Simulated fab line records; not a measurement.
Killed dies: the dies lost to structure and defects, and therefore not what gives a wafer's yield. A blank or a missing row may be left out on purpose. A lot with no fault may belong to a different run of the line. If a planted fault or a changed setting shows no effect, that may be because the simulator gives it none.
Chamber matching    flow n5_finfet    4 sister chambers for N5_BEOL_M15_DESCUM_15 on rie_diel-02
The step chemistry O2, time 7.9 s. 8 wafers are shown with their chamber, then 10 later ones without.

## WAFERS, EACH WITH ITS CHAMBER
wafer   chamber  drypump_motor_current_A (A)  throttle_valve_pct (%)
L083.5  1        6.3                          20.01
L089.4  0        5.7                          20.26
L089.5  2        5.8                          20.71
L091.3  3        4.9                          20.56
L091.5  1        6.4                          20.03
L091.6  0        5.7                          20.27
L093.2  3        4.9                          20.58
L093.3  2        5.8                          20.73

## WAFERS MISSING THEIR CHAMBER
wafer   drypump_motor_current_A (A)  throttle_valve_pct (%)
L093.5  6.4                          20.04
L092.2  5.7                          20.25
L092.3  6.3                          20.02
L092.6  5.7                          20.27
L095.1  5.8                          20.74
L095.4  5.7                          20.28
L095.5  5.7                          20.27
L096.1  5.7                          20.28
L096.2  4.8                          20.60
L096.5  5.7                          20.28

## WHICH CHAMBER EACH WENT THROUGH
wafer   from the rows above  in truth
L093.5  1                    1
L092.2  0                    0
L092.3  1                    1
L092.6  0                    0
L095.1  2                    2
L095.4  0                    0
L095.5  0                    0
L096.1  0                    0
L096.2  3                    3
L096.5  0                    0
Correctly placed: 10 of 10. Left unplaced by these rows: 0. Number placed wrongly: 0.
How it was worked out, from the rows above alone: a wafer's distance from a chamber is the root of the sum, over the readings, of the square of ((its reading less the chamber's mean) divided by the reading's scatter). The wafer belongs to the nearest chamber; if the next one is less than 2 further off, it can't be placed. For every chamber, the mean is computed from those of its wafers that are shown. How the scatter is found: for the shown wafers, subtract from each reading the mean of its chamber, square and add these, divide the total by (wafers less chambers), then take the root.
